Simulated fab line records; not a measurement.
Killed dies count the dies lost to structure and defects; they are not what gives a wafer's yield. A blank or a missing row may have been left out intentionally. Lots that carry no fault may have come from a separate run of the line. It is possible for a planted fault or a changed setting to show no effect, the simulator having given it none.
fab line records | flow nand-harc
record lots=12 | wafers=36 | last-day=34
route steps=1302 shown A_CONTACT@1058 END@1302
lots untouched by any fault: they come from a run of this same line in which no faults occurred
start-h: the number of hours between the record's first day and the start of the first shown wafer of the lot | wait-h: hours from the lot's prior step to this one | " the same as in the row above | L1.1+2: several wafers, shown together as one row | - no value, or no start given | * or withheld: withheld | < > ~ a bound
route shown NAME@n: a module of which the file shows steps, and the number in the route of the first | usual: average and standard deviation across the fault-free wafers | same: alike in all rows | chamber/n: place in a boat | sites: each site's reading | _std_site: their standard deviation | _edge_site: outer sites' mean less inner sites' | radius-mm: how far each site lies from the wafer's centre | mask NAME#n: copy n | behind: the most recent tool/chamber to have shaped the wafer | hold: why the lot was held/for how many hours/how that ended | device: which transistor (n, p or np) failed to switch | end of line: tests run on the same wafers once the route is complete | where a step has no rows: the recipe by itself | killed: not the wafer's yield, but the dies lost to structure and defects at the first sort | map: a wafer's dies, x killed, . not, _ none there
set.NAME: the setting the step ran with; set.NAME@STEP: the setting that earlier step ran with | model.NAME: the simulator's own value behind a step, which no gauge read
one table for each step of the route and one row for each wafer, over a sample of lots
services: when a tool's chamber went out of use (start-h, in hours from the record's first day, below 0 if earlier), for how many hours, and the reason
## steps
# step NHARC_A_CONTACT_ETCH_97
# recipe target-depth-a=200 | over-etch-frac=0.5 | time-s=10 | ion-energy-ev=250 | c4f6-flow-sccm=25 | o2-flow-sccm=20 | ar-flow-sccm=500 | rf-w=600 | bias-w=500 | chemistry=C4F6/O2
# usual drypump-motor-current-A=5.7/0.46 | oes-product-au=0.959/0.02 | rf-vpp-V=548/4 | showerhead-plenum-p-Torr=3.98/0.19 | throttle-valve-pct=26.903/0.0096
lot.wafer | tool        | chamber | start-h | wait-h | drypump-motor-current-A | oes-product-au | rf-hours-counter-h | rf-vpp-V | showerhead-plenum-p-Torr | throttle-valve-pct
L117.1    | rie-diel-04 | 1       | -       | -      | 6.3                     | 0.948          | 51                 | 543      | 3.79                     | 26.888
L117.3    | "           | 3       | "       | "      | 5.5                     | 0.936          | 43                 | 552      | 4.20                     | 26.909
L117.2    | "           | 0       | "       | "      | 6.2                     | 0.948          | 45                 | 542      | 3.73                     | 26.913
L119.3    | rie-diel-01 | 2       | -       | -      | 6.1                     | 0.971          | 49                 | 553      | 4.20                     | 26.908
L119.6    | "           | 2       | "       | "      | 6.1                     | 0.959          | -                  | 554      | 4.20                     | 26.908
L119.5    | "           | 3       | "       | "      | 5.9                     | 0.946          | -                  | 552      | 4.16                     | 26.904
L121.4    | rie-diel-05 | 0       | -       | -      | 6.0                     | 0.955          | 16                 | 545      | 3.89                     | 26.910
L121.1    | "           | 1       | "       | "      | 5.1                     | 0.954          | 18                 | 551      | 4.14                     | 26.900
L121.5    | "           | 0       | "       | "      | 6.0                     | 0.966          | -                  | 545      | 3.89                     | 26.924
L123.2    | rie-diel-04 | 2       | -       | -      | 6.3                     | 0.957          | 5                  | 549      | 3.99                     | 26.905
L123.1    | "           | 3       | "       | "      | 5.5                     | 0.965          | 7                  | 553      | 4.19                     | 26.914
L123.4    | "           | 1       | "       | "      | 6.3                     | 0.954          | 6                  | 543      | 3.78                     | 26.899
L122.4    | rie-diel-05 | 0       | -       | -      | 6.0                     | 0.952          | 20                 | 547      | 3.89                     | 26.901
L122.5    | "           | 2       | "       | "      | 5.9                     | 0.930          | -                  | 544      | 3.73                     | 26.879
L122.6    | "           | 3       | "       | "      | 5.2                     | 0.945          | -                  | 552      | 4.21                     | 26.906
L126.4    | rie-diel-05 | 2       | -       | -      | 5.8                     | 0.983          | 2                  | 543      | 3.72                     | 26.905
L126.2    | "           | 3       | "       | "      | 5.2                     | 0.977          | 2                  | 552      | 4.21                     | 26.912
L126.5    | "           | 2       | "       | "      | 5.8                     | 0.974          | -                  | 543      | 3.72                     | 26.899
L129.3    | rie-diel-04 | 0       | -       | -      | 6.2                     | 0.954          | 33                 | 542      | 3.71                     | 26.901
L129.2    | "           | 3       | "       | "      | 5.5                     | 0.946          | 33                 | 552      | 4.17                     | 26.891
L129.5    | "           | 1       | "       | "      | 6.3                     | 0.939          | -                  | 544      | 3.77                     | 26.896
L136.3    | rie-diel-01 | 3       | -       | -      | 5.9                     | 0.946          | 43                 | 551      | 4.13                     | 26.894
L136.1    | "           | 0       | "       | "      | 5.7                     | 0.935          | 48                 | 543      | 3.73                     | 26.909
L136.5    | "           | 2       | "       | "      | 6.1                     | 0.948          | -                  | 553      | 4.16                     | 26.907
L137.4    | rie-diel-05 | 1       | -       | -      | 5.1                     | 1.007          | 19                 | 553      | 4.12                     | 26.910
L137.3    | "           | 3       | "       | "      | 5.2                     | 1.007          | 19                 | 553      | 4.20                     | 26.922
L137.5    | "           | 0       | "       | "      | 6.1                     | 1.005          | -                  | 546      | 3.88                     | 26.907
L138.4    | rie-diel-05 | 0       | -       | -      | 6.1                     | 0.945          | 21                 | 546      | 3.87                     | 26.917
L138.1    | "           | 2       | "       | "      | 5.8                     | 0.952          | 22                 | 542      | 3.71                     | 26.900
L138.5    | "           | 0       | "       | "      | 6.0                     | 0.941          | -                  | 547      | 3.87                     | 26.896
L139.4    | rie-diel-05 | 2       | -       | -      | 5.8                     | 0.944          | 22                 | 543      | 3.71                     | 26.906
L139.3    | "           | 1       | "       | "      | 5.1                     | 0.957          | 22                 | 551      | 4.12                     | 26.917
L139.5    | "           | 2       | "       | "      | 5.9                     | 0.944          | -                  | 543      | 3.71                     | 26.894
L140.1    | rie-diel-05 | 0       | -       | -      | 6.1                     | 0.969          | 22                 | 546      | 3.87                     | 26.900
L140.4    | "           | 2       | "       | "      | 5.8                     | 0.950          | 24                 | 543      | 3.71                     | 26.918
L140.5    | "           | 1       | "       | "      | 5.1                     | 0.962          | -                  | 551      | 4.12                     | 26.895
# step NHARC_A_CONTACT_DEP_85
# recipe target-thk-a=600 | target-thk-nm=60 | temp-c=400 | pressure-torr=3.5 | flow-sccm=200 | rf-w=350 | material=SiON
# usual heater-power-w=785/90
lot.wafer | tool     | chamber | start-h | wait-h | heater-power-w
L117.3    | pecvd-03 | 1       | 515.06  | 0.9    | 866
L117.1    | "        | 2       | "       | "      | 912
L117.2    | "        | 0       | "       | "      | 734
L119.3    | pecvd-03 | 1       | 520.92  | 0.9    | 891
L119.6    | "        | 1       | "       | "      | 880
L119.5    | "        | 2       | "       | "      | 912
L121.1    | pecvd-02 | 0       | 545.84  | 1.5    | 846
L121.4    | "        | 2       | "       | "      | 689
L121.5    | "        | 1       | "       | "      | 820
L123.1    | pecvd-02 | 0       | 569.72  | 1.5    | 873
L123.2    | "        | 1       | "       | "      | 855
L123.4    | "        | 1       | "       | "      | 870
L122.4    | pecvd-04 | 0       | 571.52  | 0.7    | 712
L122.6    | "        | 1       | "       | "      | 826
L122.5    | "        | 2       | "       | "      | 798
L126.2    | pecvd-02 | 0       | 605.83  | 1.2    | 825
L126.5    | "        | 2       | "       | "      | 633
L126.4    | "        | 0       | "       | "      | 805
L129.3    | pecvd-02 | 2       | 638.14  | 0.9    | 631
L129.2    | "        | 1       | "       | "      | 805
L129.5    | "        | 1       | "       | "      | 825
L136.3    | pecvd-04 | 1       | 705.24  | 0.9    | 752
L136.1    | "        | 2       | "       | "      | 834
L136.5    | "        | 2       | "       | "      | 797
L137.3    | pecvd-02 | 0       | 709.45  | 0.9    | 785
L137.5    | "        | 1       | "       | "      | 852
L137.4    | "        | 0       | "       | "      | 810
L138.1    | pecvd-02 | 1       | 721.61  | 1.5    | 894
L138.4    | "        | 2       | "       | "      | 641
L138.5    | "        | 1       | "       | "      | 889
L139.3    | pecvd-02 | 0       | 725.83  | 0.9    | 889
L139.5    | "        | 0       | "       | "      | 874
L139.4    | "        | 1       | "       | "      | 889
L140.1    | pecvd-02 | 1       | 734.40  | 1.4    | 840
L140.4    | "        | 1       | "       | "      | 848
L140.5    | "        | 2       | "       | "      | 633
# step NHARC_A_CONTACT_OVL_MEAS_09
# usual overlay-x-nm=-0.2/0.9 | overlay-y-nm=-0.1/0.84
lot.wafer | tool       | chamber | start-h | wait-h | overlay-x-nm | overlay-y-nm
L117.1    | overlay-01 | -       | 515.87  | -      | -1.5         | -0.1
L117.2    | "          | -       | "       | "      | -1.2         | -0.7
L117.3    | "          | -       | "       | "      | -1.6         | -0.5
L119.3    | overlay-01 | -       | 521.60  | -      | 0.5          | -0.8
L119.5    | "          | -       | "       | "      | -0.2         | -1.0
L119.6    | "          | -       | "       | "      | -0.2         | -0.8
L121.1    | overlay-02 | -       | 546.48  | -      | -0.1         | 0.4
L121.4    | "          | -       | "       | "      | -0.1         | 0.0
L121.5    | "          | -       | "       | "      | -0.3         | -0.2
L123.1    | overlay-02 | -       | 570.53  | -      | -0.4         | -0.4
L123.2    | "          | -       | "       | "      | -0.1         | -0.3
L123.4    | "          | -       | "       | "      | 0.4          | -0.4
L122.4    | overlay-02 | -       | 572.26  | -      | 0.4          | 0.2
L122.5    | "          | -       | "       | "      | 0.3          | -0.3
L122.6    | "          | -       | "       | "      | 0.0          | 0.1
L126.2    | overlay-01 | -       | 606.46  | -      | -0.2         | 0.4
L126.4    | "          | -       | "       | "      | -0.6         | 0.1
L126.5    | "          | -       | "       | "      | -0.5         | -0.4
L129.2    | overlay-01 | -       | 638.95  | -      | -1.8         | -1.3
L129.3    | "          | -       | "       | "      | -1.9         | -0.7
L129.5    | "          | -       | "       | "      | -1.1         | -0.1
L136.1    | overlay-02 | -       | 705.93  | -      | 0.6          | -0.5
L136.3    | "          | -       | "       | "      | 0.2          | -1.1
L136.5    | "          | -       | "       | "      | 0.6          | -1.2
L137.3    | overlay-01 | -       | 710.21  | -      | 0.2          | 1.1
L137.4    | "          | -       | "       | "      | 1.0          | 1.3
L137.5    | "          | -       | "       | "      | 0.0          | 1.2
L138.1    | overlay-02 | -       | 722.23  | -      | 0.4          | -0.7
L138.4    | "          | -       | "       | "      | 0.3          | -0.6
L138.5    | "          | -       | "       | "      | 0.7          | -1.1
L139.3    | overlay-02 | -       | 726.61  | -      | -0.1         | 1.6
L139.4    | "          | -       | "       | "      | -0.6         | 0.7
L139.5    | "          | -       | "       | "      | 0.0          | 1.1
L140.1    | overlay-01 | -       | 735.08  | -      | 2.8          | -0.2
L140.4    | "          | -       | "       | "      | 2.0          | -0.5
L140.5    | "          | -       | "       | "      | 2.2          | 0.0
# step NHARC_A_CONTACT_INSPECT_10
# usual raw-defect-count=78/32
lot.wafer | tool              | chamber | start-h | wait-h | raw-defect-count
L117.1    | defect-inspect-02 | -       | 515.91  | 0.0    | 98
L117.2    | "                 | -       | "       | "      | 92
L117.3    | "                 | -       | "       | "      | 112
L119.3    | defect-inspect-01 | -       | 521.64  | 0.0    | 20
L119.5    | "                 | -       | "       | "      | 22
L119.6    | "                 | -       | "       | "      | 23
L121.1    | defect-inspect-02 | -       | 546.52  | 0.0    | 130
L121.4    | "                 | -       | "       | "      | 104
L121.5    | "                 | -       | "       | "      | 90
L123.1    | defect-inspect-01 | -       | 570.57  | 0.0    | 76
L123.2    | "                 | -       | "       | "      | 76
L123.4    | "                 | -       | "       | "      | 75
L122.4    | defect-inspect-02 | -       | 572.29  | 0.0    | 68
L122.5    | "                 | -       | "       | "      | 52
L122.6    | "                 | -       | "       | "      | 62
L126.2    | defect-inspect-02 | -       | 606.50  | 0.0    | 541
L126.4    | "                 | -       | "       | "      | 566
L126.5    | "                 | -       | "       | "      | 519
L129.2    | defect-inspect-01 | -       | 638.99  | 0.0    | 523
L129.3    | "                 | -       | "       | "      | 518
L129.5    | "                 | -       | "       | "      | 516
L136.1    | defect-inspect-01 | -       | 705.97  | 0.0    | 47
L136.3    | "                 | -       | "       | "      | 40
L136.5    | "                 | -       | "       | "      | 37
L137.3    | defect-inspect-01 | -       | 710.25  | 0.0    | 65
L137.4    | "                 | -       | "       | "      | 83
L137.5    | "                 | -       | "       | "      | 66
L138.1    | defect-inspect-02 | -       | 722.27  | 0.0    | 39
L138.4    | "                 | -       | "       | "      | 31
L138.5    | "                 | -       | "       | "      | 30
L139.3    | defect-inspect-02 | -       | 726.65  | 0.0    | 109
L139.4    | "                 | -       | "       | "      | 95
L139.5    | "                 | -       | "       | "      | 105
L140.1    | defect-inspect-02 | -       | 735.12  | 0.0    | 65
L140.4    | "                 | -       | "       | "      | 60
L140.5    | "                 | -       | "       | "      | 66
# step NHARC_A_CONTACT_ETCH_134
# recipe source-w=withheld | pressure-mtorr=20 | bias-v=withheld | time-s=140 | target-depth-a=7000 | ar-flow-sccm=withheld | c4f8-flow-sccm=withheld | o2-flow-sccm=withheld | chemistry=C4F8/O2/Ar
lot.wafer | tool            | chamber | start-h | wait-h | rf-hours-counter-h
L117.1    | har-cap-etch-01 | 0       | 517.21  | -      | 0
L117.2    | "               | 1       | "       | "      | 0
L117.3    | "               | 0       | "       | "      | -
L119.3    | har-cap-etch-01 | 0       | 522.92  | -      | -
L119.5    | "               | 0       | "       | "      | -
L119.6    | "               | 1       | "       | "      | -
L121.1    | har-cap-etch-02 | 1       | 547.71  | -      | 93
L121.4    | "               | 1       | "       | "      | -
L121.5    | "               | 0       | "       | "      | -
L123.2    | har-cap-etch-02 | 0       | 571.77  | -      | 97
L123.1    | "               | 1       | "       | "      | 97
L123.4    | "               | 0       | "       | "      | -
L122.4    | har-cap-etch-01 | 0       | 573.58  | -      | -
L122.5    | "               | 0       | "       | "      | -
L122.6    | "               | 1       | "       | "      | -
L126.2    | har-cap-etch-01 | 0       | 607.78  | -      | 16
L126.4    | "               | 1       | "       | "      | -
L126.5    | "               | 1       | "       | "      | -
L129.2    | har-cap-etch-01 | 1       | 640.21  | -      | 22
L129.3    | "               | 1       | "       | "      | -
L129.5    | "               | 0       | "       | "      | -
L136.1    | har-cap-etch-01 | 1       | 707.28  | -      | 34
L136.3    | "               | 0       | "       | "      | -
L136.5    | "               | 1       | "       | "      | -
L137.3    | har-cap-etch-03 | 0       | 711.50  | -      | -
L137.4    | "               | 1       | "       | "      | -
L137.5    | "               | 1       | "       | "      | -
L138.1    | har-cap-etch-01 | 0       | 723.49  | -      | 37
L138.4    | "               | 1       | "       | "      | -
L138.5    | "               | 0       | "       | "      | -
L139.4    | har-cap-etch-01 | 1       | 727.90  | -      | -
L139.3    | "               | 0       | "       | "      | -
L139.5    | "               | 0       | "       | "      | -
L140.1    | har-cap-etch-01 | 0       | 736.31  | -      | 40
L140.4    | "               | 0       | "       | "      | -
L140.5    | "               | 0       | "       | "      | -
# step NHARC_END_SORT_01
# recipe temp-c=25
# usual killed-at-array=52/17 | killed-at-other=0.8/1.1 | killed-at-periphery=3.2/2.2 | killed-dies=57/17 | killed-open=3.4/1.8 | killed-short=2.4/1.6
# same gross-dies=677
lot.wafer | tool      | chamber | start-h | wait-h | killed-at-array | killed-at-other | killed-at-periphery | killed-dies | killed-open | killed-short
L126.2    | prober-01 | 0       | 656.51  | 2.8    | 144             | 1               | 0                   | 145         | 2           | 0
L126.4    | prober-01 | 0       | 658.11  | 3.4    | 148             | 1               | 2                   | 151         | 4           | 2
L126.5    | prober-01 | 0       | 658.90  | 3.7    | 142             | 2               | 1                   | 145         | 4           | 2
L129.2    | prober-02 | 0       | 688.75  | 2.8    | 144             | 1               | 3                   | 148         | 3           | 3
L129.3    | prober-02 | 0       | 689.56  | 3.1    | 131             | 2               | 1                   | 134         | 1           | 3
L129.5    | prober-02 | 0       | 691.18  | 3.7    | 120             | 0               | 2                   | 122         | 3           | 2
# killed by level:class
L126.2 A_CONTACT:unspecified=75 A_CHANNEL_HOLE_D1:chamber-film-flake=34 A_SLIT:chamber-film-flake=22 A_ZERO_WELL:chamber-film-flake=3 A_CONTACT:chamber-film-flake=3 A_STAIRCASE:chamber-film-flake=3 A_ONON_D2:geometric-particle:open=2 A_DECK1_JOINT:chamber-film-flake=1
L126.4 A_CONTACT:unspecified=78 A_SLIT:chamber-film-flake=32 A_CHANNEL_HOLE_D1:chamber-film-flake=22 A_ZERO_WELL:chamber-film-flake=4 A_DECK1_JOINT:chamber-film-flake=2 A_CONTACT:chamber-film-flake=2 P_GATE:geometric-particle:open=1 A_ONON_D1:geometric-particle:open=1
L126.5 A_CONTACT:unspecified=74 A_SLIT:chamber-film-flake=29 A_CHANNEL_HOLE_D1:chamber-film-flake=27 A_CHANNEL_FILL_D1:geometric-particle:open=2 A_ZERO_WELL:chamber-film-flake=2 THIN_TSV:chamber-film-flake=2 A_STAIRCASE:chamber-film-flake=2 P_M0:geometric-particle:open=1
L129.2 A_CONTACT:unspecified=85 A_SLIT:chamber-film-flake=25 A_CHANNEL_HOLE_D1:chamber-film-flake=9 A_STAIRCASE:chamber-film-flake=7 A_CONTACT:chamber-film-flake=5 A_CHANNEL_HOLE_D2:chamber-film-flake=4 A_BLC:geometric-particle:short=2 A_SGD_CUT:chamber-film-flake=2
L129.3 A_CONTACT:unspecified=79 A_SLIT:chamber-film-flake=23 A_CHANNEL_HOLE_D1:chamber-film-flake=11 A_CHANNEL_HOLE_D2:chamber-film-flake=5 A_STAIRCASE:chamber-film-flake=4 A_SGD_CUT:chamber-film-flake=2 A_CONTACT:chamber-film-flake=2 HYBRID_BOND:chamber-film-flake=2
L129.5 A_CONTACT:unspecified=77 A_SLIT:chamber-film-flake=16 A_CHANNEL_HOLE_D2:chamber-film-flake=7 A_CHANNEL_HOLE_D1:chamber-film-flake=5 A_STAIRCASE:chamber-film-flake=3 A_CONTACT:chamber-film-flake=3 P_GATE:chamber-film-flake=2 A_ONON_D1:geometric-particle:short=1
## services
tool            | chamber | start-h | hours | kind
rie-diel-05     | -       | 494.31  | 0.5   | repair
har-cap-etch-01 | -       | 499.30  | 17.0  | pm
rie-diel-01     | 1       | 507.78  | 6.3   | repair
rie-diel-05     | 0       | 511.09  | 9.4   | repair
har-cap-etch-01 | -       | 521.88  | 0.6   | repair
rie-diel-01     | -       | 523.00  | 1.1   | repair
rie-diel-04     | 2       | 529.53  | 12.9  | repair
rie-diel-04     | -       | 532.24  | 9.0   | pm
pecvd-03        | -       | 547.19  | 13.0  | pm
rie-diel-01     | -       | 560.45  | 9.0   | pm
pecvd-02        | -       | 575.89  | 1.4   | repair
rie-diel-05     | -       | 583.60  | 9.0   | pm
pecvd-03        | 2       | 585.82  | 4.0   | repair
pecvd-02        | -       | 589.33  | 13.0  | pm
pecvd-03        | 0       | 603.76  | 3.6   | repair
pecvd-02        | 0       | 606.05  | 12.2  | repair
pecvd-02        | -       | 613.46  | 1.4   | repair
rie-diel-01     | 3       | 623.38  | 3.3   | repair
rie-diel-05     | 1       | 631.10  | 2.5   | repair
pecvd-04        | -       | 631.11  | 13.0  | pm
pecvd-03        | -       | 672.63  | 1.6   | repair
rie-diel-05     | 0       | 678.00  | 13.1  | repair
rie-diel-04     | -       | 709.30  | 9.0   | pm
har-cap-etch-01 | -       | 733.05  | 0.3   | repair
## key
first-sign step=NHARC_A_CONTACT_INSPECT_10 | reading=raw-defect-count | direction=up | sigmas=14 | usual=78 | struck=530
effect step=NHARC_END_SORT_01 | reading=killed-at-array | direction=up | sigmas=5.1 | usual=52 | struck=138
more-kills-born-at NHARC_A_CONTACT_DEP_85@pecvd-02=468
met-at NHARC_A_CONTACT_DEP_85
struck-lots L126,L129
tester-left-out L126,L129
not-acting-at NHARC_A_CONTACT_ETCH_97,NHARC_A_CONTACT_OVL_MEAS_09,NHARC_A_CONTACT_ETCH_134
onset-between 569.72 605.83
fault kind=chamber-particle-source | tool=pecvd-02 | chamber=- | onset-h=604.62 | steps=NHARC_A_CONTACT_DEP_85 | rate-per-visit-cm2=0.67472 | end-h=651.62
# tester-left-out: of these lots the tester's yield and bins aren't shown, on N5 and GAA mostly nor the transistor test; their killed dies are dies lost to structure and defects alone, not to doping, threshold or leakage, so they don't give the yield
